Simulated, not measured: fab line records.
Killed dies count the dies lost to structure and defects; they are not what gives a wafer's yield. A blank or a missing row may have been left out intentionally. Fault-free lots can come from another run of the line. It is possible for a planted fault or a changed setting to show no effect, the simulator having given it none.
fab line records	flow n5-finfet
record: lots: 7	wafers: 39
route steps=1938 shown BEOL_M9@1446 BEOL_M12@1639
start-h: start of the lot's first displayed wafer, in hours after the record's first day	wait-h: time in hours since the lot's previous step	" as in the row above	L1.1+2: a single row standing in for several wafers	- value missing, or start not given	* or withheld: withheld	< > ~ a bound
route shown NAME@n: names a module that has steps shown in the file, with the first one's number in the route	usual: mean and standard deviation over wafers with no fault	same: alike in all rows	chamber/n: place in a boat	sites: readings site by site	_std_site: the values' standard deviation	_edge_site: outer sites' mean less inner sites'	radius-mm: how far each site lies from the wafer's centre	mask NAME#n: copy n	behind: the tool/chamber that last shaped the wafer	hold: reason for holding the lot/hours on hold/outcome of the hold	device: which transistor (n, p or np) failed to switch	end of line: the route-end tests of the same wafers	step lacking rows: just its recipe	killed: the dies lost at the first sort to structure and to defects; this is not the yield of the wafer	map: a wafer's dies, x killed, . not, _ none there
set.NAME: the setting as run; set.NAME@STEP: as run at that earlier step	model.NAME: the simulator's own value behind a step, which no gauge read
lots run with intentionally changed settings; tables by step, rows by wafer
== steps ==
step: N5_BEOL_M9_TRENCH_ETCH_37
recipe: chemistry: C4F6/O2	target-depth-a: 1514.3	target: SiCOH_lowk	time-s: 49	ion-energy-ev: 250	pressure-mtorr: 30	source-w: 345	bias-w: 185	Ar_flow_sccm: 300	C4F6_flow_sccm: 10	O2_flow_sccm: 10
lot.wafer	tool	chamber	start-h	wait-h	set.time-s	model.etch.depth-nm	model.BEOL_M9.feature-depth-nm	model.TiN_of_BEOL_M9_HM_DEP_02.thk-nm
L074.1	rie-diel-05	0	-	-	49	152.5	152.6	15.4
L074.2	"	1	"	"	49	157.9	157.8	15.2
L074.3	"	3	"	"	76.1	230.3	230.2	13.6
L074.4	"	2	"	"	76.1	236.6	236.6	13.4
L074.5	"	0	"	"	49	151.3	151.4	15.6
L074.6	"	3	"	"	76.1	230.4	230.4	13.2
L076.1	rie-diel-02	1	-	-	37.81	110.6	110.6	16.6
L076.2	"	3	"	"	49	154.4	154.4	15.4
L076.3+6	"	2	"	"	37.81	120.4	120.4	16.2
L076.4	"	0	"	"	49	149.9	149.8	15.8
L076.5	"	1	"	"	49	143.7	143.6	15.8
L080.1	rie-diel-01	2	-	-	49	149.6	149.6	16
L080.2	"	3	"	"	49	149.5	149.6	16
L080.3	"	0	"	"	49	155.8	155.8	15.8
L080.4	"	1	"	"	49	154.1	154.2	15.8
L080.5	"	0	"	"	49	155.5	155.4	15.8
L080.6	"	3	"	"	49	147.8	147.8	16
L081.1	rie-diel-05	2	-	-	49	152.8	152.8	15.8
L081.4	"	1	"	"	49	157.8	157.8	16.4
L081.5	"	0	"	"	49	151.9	151.8	16.2
L084.1	rie-diel-05	3	-	-	69.66	214	214	14
L084.2	"	1	"	"	49	155.9	156	15.6
L084.3	"	0	"	"	69.66	214.6	214.6	13.8
L084.4	"	2	"	"	49	150.8	150.8	16
L084.5	"	0	"	"	49	151.5	151.4	15.6
L084.6	"	1	"	"	69.66	222.3	222.2	14.2
L087.1	rie-diel-01	2	-	-	78.3	243.4	243.4	12.8
L087.2	"	0	"	"	49	155.3	155.4	15.8
L087.3	"	1	"	"	78.3	245.7	245.6	13.4
L087.4	"	0	"	"	49	155.2	155.2	15.6
L087.5	"	2	"	"	49	151.9	151.8	15.6
L087.6	"	1	"	"	78.3	247.7	247.8	13.2
L097.1	rie-diel-05	1	-	-	49	158.8	158.8	15.4
L097.2	"	0	"	"	49	151.5	151.6	16
L097.3	"	2	"	"	49	151	151	16
L097.4	"	0	"	"	49	151.9	152	15.4
L097.5	"	2	"	"	49	149.3	149.2	16.2
L097.6	"	1	"	"	49	159	159	15.4
step: N5_BEOL_M9_ETCH_41
recipe: chemistry: CH3F/O2	target: SiCN	target-depth-a: 366	taper-deg: 2	time-s: 70.1	ion-energy-ev: 120	mask-material: TiN	pressure-mtorr: 30	source-w: 395	bias-w: 75	Ar_flow_sccm: 150	CH3F_flow_sccm: 30	O2_flow_sccm: 20
step: N5_BEOL_M9_STRIP_80
recipe: chemistry: N2/H2	time-s: 10	power-w: 450	temp-c: 40	pressure-mtorr: 20	rf-frequency-hz: 6e+07	bias-power-w: 7	n2-flow-sccm: 200	h2-flow-sccm: 200
step: N5_BEOL_M9_OCD_MEAS_38
usual: trench-depth-nm: 152/3.4
lot.wafer	tool	chamber	start-h	wait-h	set.time-s@BEOL_M9_TRENCH_ETCH_37	trench-depth-nm
L074.1	ocd-01	-	217.62	-	49	153
L074.2	"	-	"	"	49	158
L074.3	"	-	"	"	76.1	230
L074.4	"	-	"	"	76.1	237
L074.5	"	-	"	"	49	151
L074.6	"	-	"	"	76.1	230
L076.1	ocd-02	-	222.94	-	37.81	111
L076.2	"	-	"	"	49	154
L076.3	"	-	"	"	37.81	121
L076.4	"	-	"	"	49	150
L076.5	"	-	"	"	49	144
L076.6	"	-	"	"	37.81	120
L080.1	ocd-01	-	236.82	-	49	149
L080.2	"	-	"	"	49	149
L080.3	"	-	"	"	49	156
L080.4	"	-	"	"	49	154
L080.5	"	-	"	"	49	155
L080.6	"	-	"	"	49	148
L081.1	ocd-01	-	254.17	-	49	152
L081.4	"	-	"	"	49	158
L081.5	"	-	"	"	49	152
L084.1	ocd-01	-	284.44	-	69.66	214
L084.2	"	-	"	"	49	156
L084.3	"	-	"	"	69.66	215
L084.4	"	-	"	"	49	150
L084.5	"	-	"	"	49	152
L084.6	"	-	"	"	69.66	223
L087.1	ocd-02	-	289.06	-	78.3	243
L087.2	"	-	"	"	49	155
L087.3	"	-	"	"	78.3	246
L087.4	"	-	"	"	49	155
L087.5	"	-	"	"	49	152
L087.6	"	-	"	"	78.3	247
L097.1	ocd-01	-	345.61	-	49	158
L097.2	"	-	"	"	49	151
L097.3	"	-	"	"	49	150
L097.4	"	-	"	"	49	152
L097.5	"	-	"	"	49	149
L097.6	"	-	"	"	49	159
step: N5_BEOL_M9_HM_STRIP_39
recipe: chemistry: peroxide-tin-strip	material: TiN	target-depth-a: 250	temp-c: 50	time-s: 158
step: N5_BEOL_M9_SRD_40
recipe: time-s: 30	temp-c: 23	rinse-liquid: diw	dry: ipa-marangoni
step: N5_BEOL_M9_ECD_50
recipe: material: Cu	target-thk-a: 3180
step: N5_BEOL_M9_ANNEAL_51
recipe: temp-c: 225	time-s: 90	ambient: N2
step: N5_BEOL_M9_CMP_52
recipe: stop-on: SiCOH_lowk	t-overpolish-s: 7	down-force-psi: 1	platen-rpm: 50	clearing-platen-down-force-psi: 1.5	clearing-platen-rpm: 50	post-cmp-clean: cu-alkaline	target-thk-nm: 140	clearing-platen-pad-velocity-m-s: 0.99484	pad-velocity-m-s: 0.99484
lot.wafer	tool	chamber	start-h	wait-h	set.time-s@BEOL_M9_TRENCH_ETCH_37	model.Cu_of_BEOL_M9_ECD_50.thk-nm
L074.2	cmp-03	0	220.02	0.2	49	145.6
L074.3	"	1	"	"	76.1	218.4
L074.4	"	2	"	"	76.1	226.4
L074.1	"	3	"	"	49	142.8
L074.6	"	0	"	"	76.1	218.2
L074.5	"	1	"	"	49	141.4
L076.2	cmp-04	3	225.36	0.2	49	144.2
L076.4	"	0	"	"	49	138.8
L076.1	"	1	"	"	37.81	96.8
L076.3	"	2	"	"	37.81	107.6
L076.5	"	3	"	"	49	133
L076.6	"	0	"	"	37.81	110.2
L080.3	cmp-03	1	239.26	0.2	49	145.2
L080.2	"	2	"	"	49	139.4
L080.4	"	3	"	"	49	145
L080.1	"	0	"	"	49	137.6
L080.6	"	1	"	"	49	138.2
L080.5	"	2	"	"	49	146.2
L081.4	cmp-03	3	257.82	0.2	49	145.8
L081.1+5	"	0,2	"	"	49	140
L084.1	cmp-02	2	286.92	0.3	69.66	203.4
L084.3	"	3	"	"	69.66	203.6
L084.4	"	0	"	"	49	138.4
L084.2	"	1	"	"	49	143.8
L084.5	"	2	"	"	49	142.6
L084.6	"	3	"	"	69.66	211.6
L087.2	cmp-02	3	291.05	0.2	49	144.6
L087.4	"	0	"	"	49	142.6
L087.3	"	1	"	"	78.3	233.2
L087.1	"	2	"	"	78.3	234.6
L087.5	"	3	"	"	49	140.4
L087.6	"	0	"	"	78.3	236
L097.4	cmp-03	2	347.41	0.1	49	141
L097.1	"	3	"	"	49	148.6
L097.2	"	0	"	"	49	139.2
L097.3	"	1	"	"	49	139.6
L097.5	"	2	"	"	49	138.2
L097.6	"	3	"	"	49	148.2
step: N5_BEOL_M9_THK_MEAS_53
recipe: thk-meas-gauge: xrf	reads: Cu_of_BEOL_M9_ECD_50
usual: M9_THK: 138/3.7
lot.wafer	tool	chamber	start-h	wait-h	set.time-s@BEOL_M9_TRENCH_ETCH_37	M9_THK[nm]
L074.1	film-metro-01	-	220.31	-	49	141
L074.2	"	-	"	"	49	143
L074.3	"	-	"	"	76.1	215
L074.4	"	-	"	"	76.1	223
L074.5	"	-	"	"	49	139
L074.6	"	-	"	"	76.1	213
L076.1	film-metro-01	-	225.66	-	37.81	95
L076.2	"	-	"	"	49	141
L076.3	"	-	"	"	37.81	105
L076.4	"	-	"	"	49	136
L076.5	"	-	"	"	49	130
L076.6	"	-	"	"	37.81	107
L080.1	film-metro-02	-	239.56	-	49	135
L080.2	"	-	"	"	49	136
L080.3	"	-	"	"	49	142
L080.4	"	-	"	"	49	142
L080.5	"	-	"	"	49	143
L080.6	"	-	"	"	49	136
L081.1	film-metro-02	-	258.08	-	49	139
L081.4	"	-	"	"	49	144
L081.5	"	-	"	"	49	138
L084.1	film-metro-01	-	287.22	-	69.66	199
L084.2	"	-	"	"	49	141
L084.3	"	-	"	"	69.66	200
L084.4	"	-	"	"	49	136
L084.5	"	-	"	"	49	140
L084.6	"	-	"	"	69.66	207
L087.1	film-metro-01	-	291.34	-	78.3	229
L087.2	"	-	"	"	49	142
L087.3	"	-	"	"	78.3	227
L087.4	"	-	"	"	49	138
L087.5	"	-	"	"	49	137
L087.6	"	-	"	"	78.3	229
L097.1	film-metro-01	-	347.71	-	49	145
L097.2	"	-	"	"	49	136
L097.3	"	-	"	"	49	137
L097.4	"	-	"	"	49	139
L097.5	"	-	"	"	49	136
L097.6	"	-	"	"	49	145
step: N5_BEOL_M9_PRE_CLEAN_55
recipe: gas: NH3	time-s: 15	temp-c: withheld	rf-power-w: 300
step: N5_BEOL_M9_DEP_56
recipe: material: SiCN	target-thk-a: 150	temp-c: withheld	precursor: 3MS/NH3	pressure-torr: 3	rf-w: 202	time-s: 26.5
step: N5_BEOL_M9_RS_MEAS_57
recipe: thk-meas-gauge: four-point-probe	reads: Cu_of_BEOL_M9_ECD_50+Co_of_BEOL_M9_CVD_78+TaN_of_BEOL_M9_ALD_74
usual: M9_RS: 0.150/0.0044
lot.wafer	tool	chamber	start-h	wait-h	set.time-s@BEOL_M9_TRENCH_ETCH_37	M9_RS[ohm/sq]
L074.1	film-metro-01	-	220.45	0.1	49	0.147
L074.2	"	-	"	"	49	0.144
L074.3	"	-	"	"	76.1	0.093
L074.4	"	-	"	"	76.1	0.090
L074.5	"	-	"	"	49	0.149
L074.6	"	-	"	"	76.1	0.093
L076.1	film-metro-01	-	225.79	0.1	37.81	0.228
L076.2	"	-	"	"	49	0.146
L076.3	"	-	"	"	37.81	0.202
L076.4	"	-	"	"	49	0.152
L076.5	"	-	"	"	49	0.160
L076.6	"	-	"	"	37.81	0.197
L080.1	film-metro-02	-	239.69	0.1	49	0.154
L080.2	"	-	"	"	49	0.152
L080.3	"	-	"	"	49	0.145
L080.4	"	-	"	"	49	0.145
L080.5	"	-	"	"	49	0.144
L080.6	"	-	"	"	49	0.153
L081.1	film-metro-02	-	258.22	0.1	49	0.151
L081.4	"	-	"	"	49	0.144
L081.5	"	-	"	"	49	0.151
L084.1	film-metro-01	-	287.35	0.1	69.66	0.100
L084.2	"	-	"	"	49	0.146
L084.3	"	-	"	"	69.66	0.100
L084.4	"	-	"	"	49	0.153
L084.5	"	-	"	"	49	0.148
L084.6	"	-	"	"	69.66	0.096
L087.1	film-metro-01	-	291.48	0.1	78.3	0.087
L087.2	"	-	"	"	49	0.145
L087.3	"	-	"	"	78.3	0.087
L087.4	"	-	"	"	49	0.148
L087.5	"	-	"	"	49	0.150
L087.6	"	-	"	"	78.3	0.086
L097.1	film-metro-01	-	347.84	0.1	49	0.141
L097.2	"	-	"	"	49	0.152
L097.3	"	-	"	"	49	0.151
L097.4	"	-	"	"	49	0.149
L097.5	"	-	"	"	49	0.153
L097.6	"	-	"	"	49	0.141
step: N5_BEOL_M12_TRENCH_ETCH_34
recipe: chemistry: C4F8/O2/Ar	target: SiOC	target-depth-a: 3189.5	mask-material: SOC	pressure-mtorr: 30	source-w: 3000	bias-w: 700	Ar_flow_sccm: 400	C4F8_flow_sccm: 15	O2_flow_sccm: 8	he-inner-torr: 15	he-outer-torr: 30	time-s: 125.5	ion-energy-ev: 250
lot.wafer	tool	chamber	start-h	wait-h	set.time-s	model.etch.depth-nm
L074.1	rie-diel-04	2	242.29	0.0	67.49	173.5
L074.2	"	3	"	"	125.5	318.7
L074.3	"	1	"	"	67.49	167.9
L074.4	"	0	"	"	125.5	314.8
L074.5	"	3	"	"	125.5	317
L074.6	"	2	"	"	67.49	173
L076.1	rie-diel-03	3	246.13	0.0	125.5	320.9
L076.2	"	1	"	"	125.5	314.3
L076.3	"	0	"	"	125.5	328.3
L076.4	"	2	"	"	125.5	318.3
L076.5	"	2	"	"	125.5	317.3
L076.6	"	1	"	"	125.5	315.4
L080.1	rie-diel-03	2	257.46	0.0	125.5	317.1
L080.2	"	1	"	"	125.5	315.7
L080.3	"	0	"	"	125.5	326.5
L080.4	"	3	"	"	125.5	320.7
L080.5	"	1	"	"	125.5	315.2
L080.6	"	2	"	"	125.5	312.2
L081.1	rie-diel-06	0	279.25	0.0	125.5	321.7
L081.4	"	2	"	"	125.5	321
L081.5	"	2	"	"	125.5	321.8
L084.1	rie-diel-03	0	309.37	0.0	71.33	185.2
L084.2	"	3	"	"	71.33	177.3
L084.3	"	1	"	"	125.5	317.1
L084.4	"	2	"	"	125.5	316.6
L084.5	"	3	"	"	71.33	180.8
L084.6	"	0	"	"	125.5	323.2
L087.1	rie-diel-06	2	312.17	0.0	82.54	213.7
L087.2	"	0	"	"	125.5	322.1
L087.3	"	3	"	"	125.5	308.7
L087.4	"	1	"	"	82.54	210.1
L087.5	"	3	"	"	125.5	310.4
L087.6	"	0	"	"	82.54	213.9
L097.1	rie-diel-04	1	367.82	0.0	125.5	310.3
L097.2	"	2	"	"	125.5	319.9
L097.3	"	2	"	"	125.5	320.8
L097.4+5	"	1	"	"	59.2	146.3
L097.6	"	2	"	"	59.2	151.1
step: N5_BEOL_M12_STRIP_70
recipe: chemistry: C4F8/O2/Ar	resist: SiARC	rf-frequency-hz: 6e+07
step: N5_BEOL_M12_OCD_MEAS_35
usual: trench-depth-nm: 318/4.9
lot.wafer	tool	chamber	start-h	wait-h	set.time-s@BEOL_M12_TRENCH_ETCH_34	trench-depth-nm
L074.1	ocd-02	-	242.45	0.0	67.49	174
L074.2	"	-	"	"	125.5	319
L074.3	"	-	"	"	67.49	168
L074.4	"	-	"	"	125.5	315
L074.5	"	-	"	"	125.5	317
L074.6	"	-	"	"	67.49	173
L076.1	ocd-01	-	246.28	0.0	125.5	321
L076.2	"	-	"	"	125.5	314
L076.3	"	-	"	"	125.5	328
L076.4	"	-	"	"	125.5	318
L076.5	"	-	"	"	125.5	317
L076.6	"	-	"	"	125.5	316
L080.1	ocd-01	-	257.62	0.0	125.5	317
L080.2	"	-	"	"	125.5	316
L080.3	"	-	"	"	125.5	326
L080.4	"	-	"	"	125.5	320
L080.5	"	-	"	"	125.5	315
L080.6	"	-	"	"	125.5	312
L081.1	ocd-01	-	279.40	0.0	125.5	322
L081.4	"	-	"	"	125.5	321
L081.5	"	-	"	"	125.5	322
L084.1	ocd-01	-	309.53	0.0	71.33	185
L084.2	"	-	"	"	71.33	177
L084.3	"	-	"	"	125.5	317
L084.4	"	-	"	"	125.5	317
L084.5	"	-	"	"	71.33	181
L084.6	"	-	"	"	125.5	323
L087.1	ocd-02	-	312.32	0.0	82.54	214
L087.2	"	-	"	"	125.5	322
L087.3	"	-	"	"	125.5	309
L087.4	"	-	"	"	82.54	210
L087.5	"	-	"	"	125.5	310
L087.6	"	-	"	"	82.54	214
L097.1	ocd-02	-	368.03	0.0	125.5	310
L097.2	"	-	"	"	125.5	320
L097.3	"	-	"	"	125.5	321
L097.4	"	-	"	"	59.2	146
L097.5	"	-	"	"	59.2	146
L097.6	"	-	"	"	59.2	151
step: N5_BEOL_M12_STRIP_37
recipe: chemistry: N2/H2	power-w: 1000	temp-c: 250	h2-frac: 0.65	overash-fraction: 0.3	pressure-mtorr: withheld	n2-flow-sccm: 1750	h2-flow-sccm: 3250
step: N5_BEOL_M12_ETCH_38
recipe: chemistry: CF4/N2	target: SiCN	target-depth-a: 687	taper-deg: 2	time-s: 73.4	ion-energy-ev: 150	mask-material: SiO2	pressure-mtorr: 40	source-w: 430	bias-w: 70	Ar_flow_sccm: 100	cf4-flow-sccm: 60	n2-flow-sccm: 60
step: N5_BEOL_M12_ECD_47
recipe: material: Cu	target-thk-a: 7200
step: N5_BEOL_M12_ANNEAL_48
recipe: temp-c: 225	time-s: 90	ambient: N2
step: N5_BEOL_M12_CMP_49
recipe: stop-on: SiOC	t-overpolish-s: 20.6	down-force-psi: 1	platen-rpm: 50	clearing-platen-down-force-psi: 1.5	clearing-platen-rpm: 50	post-cmp-clean: cu-alkaline	target-thk-nm: 320	clearing-platen-pad-velocity-m-s: 0.99484	pad-velocity-m-s: 0.99484
lot.wafer	tool	chamber	start-h	wait-h	set.time-s@BEOL_M12_TRENCH_ETCH_34	model.Cu_of_BEOL_M12_ECD_47.thk-nm
L074.3	cmp-04	3	246.05	0.2	67.49	169.6
L074.1	"	0	"	"	67.49	173.2
L074.2	"	1	"	"	125.5	317.4
L074.4	"	2	"	"	125.5	314
L074.5	"	3	"	"	125.5	318.2
L074.6	"	0	"	"	67.49	173.8
L076.3	cmp-03	3	247.76	0.2	125.5	329.6
L076.1	"	0	"	"	125.5	320.8
L076.2	"	1	"	"	125.5	315.2
L076.4	"	2	"	"	125.5	319
L076.6	"	3	"	"	125.5	317
L076.5	"	0	"	"	125.5	316.2
L080.4	cmp-04	2	260.10	0.1	125.5	319.8
L080.1	"	3	"	"	125.5	319
L080.3	"	0	"	"	125.5	326.6
L080.2	"	1	"	"	125.5	315
L080.6	"	2	"	"	125.5	311.8
L080.5	"	3	"	"	125.5	317.4
L081.4	cmp-01	3	280.74	0.1	125.5	321.2
L081.1	"	2	"	"	125.5	324.2
L081.5	"	3	"	"	125.5	322
L084.4	cmp-03	3	311.48	0.1	125.5	317
L084.2	"	0	"	"	71.33	176.8
L084.3	"	1	"	"	125.5	316.6
L084.1	"	2	"	"	71.33	185.8
L084.5	"	3	"	"	71.33	182.2
L084.6	"	0	"	"	125.5	322.6
L087.2	cmp-04	2	315.60	0.2	125.5	323
L087.1	"	3	"	"	82.54	218.2
L087.3	"	0	"	"	125.5	311.6
L087.4	"	1	"	"	82.54	211.8
L087.6	"	2	"	"	82.54	215.4
L087.5	"	3	"	"	125.5	312.6
L097.2	cmp-04	3	369.69	0.2	125.5	323
L097.3	"	0	"	"	125.5	322.4
L097.1	"	1	"	"	125.5	310.4
L097.4	"	2	"	"	59.2	147
L097.5	"	3	"	"	59.2	149.6
L097.6	"	0	"	"	59.2	154.6
step: N5_BEOL_M12_THK_MEAS_50
recipe: thk-meas-gauge: xrf	reads: Cu_of_BEOL_M12_ECD_47
usual: M12_THK: 311/5.1
lot.wafer	tool	chamber	start-h	wait-h	set.time-s@BEOL_M12_TRENCH_ETCH_34	M12_THK[nm]
L074.1	film-metro-01	-	246.35	-	67.49	168
L074.2	"	-	"	"	125.5	309
L074.3	"	-	"	"	67.49	164
L074.4	"	-	"	"	125.5	305
L074.5	"	-	"	"	125.5	310
L074.6	"	-	"	"	67.49	169
L076.1	film-metro-02	-	248.06	-	125.5	312
L076.2	"	-	"	"	125.5	306
L076.3	"	-	"	"	125.5	322
L076.4	"	-	"	"	125.5	311
L076.5	"	-	"	"	125.5	307
L076.6	"	-	"	"	125.5	307
L080.1	film-metro-01	-	260.39	-	125.5	312
L080.2	"	-	"	"	125.5	308
L080.3	"	-	"	"	125.5	320
L080.4	"	-	"	"	125.5	314
L080.5	"	-	"	"	125.5	310
L080.6	"	-	"	"	125.5	305
L081.1	film-metro-02	-	281.04	-	125.5	314
L081.4	"	-	"	"	125.5	311
L081.5	"	-	"	"	125.5	313
L084.1	film-metro-01	-	311.78	-	71.33	181
L084.2	"	-	"	"	71.33	172
L084.3	"	-	"	"	125.5	308
L084.4	"	-	"	"	125.5	311
L084.5	"	-	"	"	71.33	178
L084.6	"	-	"	"	125.5	314
L087.1	film-metro-01	-	315.89	-	82.54	212
L087.2	"	-	"	"	125.5	312
L087.3	"	-	"	"	125.5	302
L087.4	"	-	"	"	82.54	206
L087.5	"	-	"	"	125.5	302
L087.6	"	-	"	"	82.54	209
L097.1	film-metro-02	-	369.98	-	125.5	308
L097.2	"	-	"	"	125.5	320
L097.3	"	-	"	"	125.5	320
L097.4	"	-	"	"	59.2	145
L097.5	"	-	"	"	59.2	148
L097.6	"	-	"	"	59.2	154
step: N5_BEOL_M12_PRE_CLEAN_52
recipe: gas: NH3	time-s: 15	temp-c: withheld	rf-power-w: 300
step: N5_BEOL_M12_DEP_53
recipe: material: SiCN	target-thk-a: 300	temp-c: withheld	precursor: 3MS/NH3	pressure-torr: 3	rf-w: 675	time-s: 10.5
step: N5_BEOL_M12_RS_MEAS_54
recipe: thk-meas-gauge: four-point-probe	reads: Cu_of_BEOL_M12_ECD_47+Ta_of_BEOL_M12_SPUTTER_44+TaN_of_BEOL_M12_SPUTTER_43
usual: M12_RS: 0.0603/0.00099
lot.wafer	tool	chamber	start-h	wait-h	set.time-s@BEOL_M12_TRENCH_ETCH_34	M12_RS[ohm/sq]
L074.1	film-metro-02	-	246.48	0.0	67.49	0.1154
L074.2	"	-	"	"	125.5	0.0606
L074.3	"	-	"	"	67.49	0.1178
L074.4	"	-	"	"	125.5	0.0612
L074.5	"	-	"	"	125.5	0.0605
L074.6	"	-	"	"	67.49	0.1149
L076.1	film-metro-02	-	248.18	0.0	125.5	0.0600
L076.2	"	-	"	"	125.5	0.0612
L076.3	"	-	"	"	125.5	0.0583
L076.4	"	-	"	"	125.5	0.0604
L076.5	"	-	"	"	125.5	0.0609
L076.6	"	-	"	"	125.5	0.0607
L080.1	film-metro-01	-	260.52	0.0	125.5	0.0602
L080.2	"	-	"	"	125.5	0.0610
L080.3	"	-	"	"	125.5	0.0588
L080.4	"	-	"	"	125.5	0.0599
L080.5	"	-	"	"	125.5	0.0605
L080.6	"	-	"	"	125.5	0.0617
L081.1	film-metro-02	-	281.17	0.0	125.5	0.0593
L081.4	"	-	"	"	125.5	0.0597
L081.5	"	-	"	"	125.5	0.0597
L084.1	film-metro-01	-	311.90	0.0	71.33	0.1067
L084.2	"	-	"	"	71.33	0.1129
L084.3	"	-	"	"	125.5	0.0606
L084.4	"	-	"	"	125.5	0.0606
L084.5	"	-	"	"	71.33	0.1089
L084.6	"	-	"	"	125.5	0.0593
L087.1	film-metro-01	-	316.01	0.0	82.54	0.0897
L087.2	"	-	"	"	125.5	0.0594
L087.3	"	-	"	"	125.5	0.0615
L087.4	"	-	"	"	82.54	0.0926
L087.5	"	-	"	"	125.5	0.0615
L087.6	"	-	"	"	82.54	0.0911
L097.1	film-metro-01	-	370.11	0.0	125.5	0.0619
L097.2	"	-	"	"	125.5	0.0593
L097.3	"	-	"	"	125.5	0.0596
L097.4	"	-	"	"	59.2	0.1377
L097.5	"	-	"	"	59.2	0.1351
L097.6	"	-	"	"	59.2	0.1300
== key ==
split: step: N5_BEOL_M9_TRENCH_ETCH_37	setting: time-s	stated: 49	by: wafer
response: step: N5_BEOL_M9_TRENCH_ETCH_37	reading: model.etch.depth-nm	change: +1.48	per: 1%	r: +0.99
response: step: N5_BEOL_M9_TRENCH_ETCH_37	reading: model.BEOL_M9.feature-depth-nm	change: +1.48	per: 1%	r: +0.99
response: step: N5_BEOL_M9_TRENCH_ETCH_37	reading: model.TiN_of_BEOL_M9_HM_DEP_02.thk-nm	change: -0.0392	per: 1%	r: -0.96
response: step: N5_BEOL_M9_OCD_MEAS_38	reading: trench-depth-nm	change: +1.48	per: 1%	r: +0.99
response: step: N5_BEOL_M9_CMP_52	reading: model.Cu_of_BEOL_M9_ECD_50.thk-nm	change: +1.49	per: 1%	r: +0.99
response: step: N5_BEOL_M9_THK_MEAS_53	reading: M9_THK	change: +1.45	per: 1%	r: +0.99
response: step: N5_BEOL_M9_RS_MEAS_57	reading: M9_RS	change: -0.00113	per: 1%	r: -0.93
split: step: N5_BEOL_M12_TRENCH_ETCH_34	setting: time-s	stated: 125.5	by: wafer
response: step: N5_BEOL_M12_TRENCH_ETCH_34	reading: model.etch.depth-nm	change: +3.15	per: 1%	r: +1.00
response: step: N5_BEOL_M12_OCD_MEAS_35	reading: trench-depth-nm	change: +3.14	per: 1%	r: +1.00
response: step: N5_BEOL_M12_CMP_49	reading: model.Cu_of_BEOL_M12_ECD_47.thk-nm	change: +3.13	per: 1%	r: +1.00
response: step: N5_BEOL_M12_THK_MEAS_50	reading: M12_THK	change: +3.06	per: 1%	r: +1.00
response: step: N5_BEOL_M12_RS_MEAS_54	reading: M12_RS	change: -0.00121	per: 1%	r: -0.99
